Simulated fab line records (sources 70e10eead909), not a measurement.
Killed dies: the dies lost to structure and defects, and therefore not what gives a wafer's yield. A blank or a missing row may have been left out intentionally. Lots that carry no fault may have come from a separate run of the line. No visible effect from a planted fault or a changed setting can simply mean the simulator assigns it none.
Chamber matching | flow nandHarc | 4 sister chambers for NHARC_A_WL_FILL_ALD_02 on aldMetal-02
The step deposits TiN, target thk 2 nm, pulse time 3 s, ald cycles 100. 4 wafers are shown with their chamber, then 7 later ones without.

## WAFERS WITH THEIR CHAMBER
wafer  | chamber | heaterPowerW (W)
L804.4 | 2       | 1165
L812.2 | 1       | 1224
L812.6 | 3       | 908
L816.2 | 0       | 1106

## WAFERS WITH NO CHAMBER GIVEN
wafer  | heaterPowerW (W)
L816.6 | 1141
L818.1 | 904
L818.3 | 1161
L818.4 | 1088
L822.2 | 1124
L822.3 | 1167
L822.6 | 1149

## EACH ONE'S CHAMBER
wafer  | from the rows above     | in truth
L816.6 | can't be placed: 2 or 0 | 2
L818.1 | 3                       | 3
L818.3 | 2                       | 2
L818.4 | 0                       | 0
L822.2 | can't be placed: 0 or 2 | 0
L822.3 | 2                       | 2
L822.6 | can't be placed: 2 or 0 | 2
Correct placement for 4 of the 7. Can't be placed from these rows: 3 (the true chamber is among the candidates in 3). Number placed wrongly: 0.
How it was worked out, from the rows above alone: a wafer's distance from a chamber is the root of the sum, over the readings, of the square of ((its reading less the chamber's mean) divided by the reading's scatter). The wafer belongs to the nearest chamber; if the next one is less than 2 further off, it can't be placed. For every chamber, the mean is computed from those of its wafers that are shown. The scatter (one wafer shown for each chamber): square how far every hidden wafer sits from the nearest shown wafer, average those squares and take the square root.
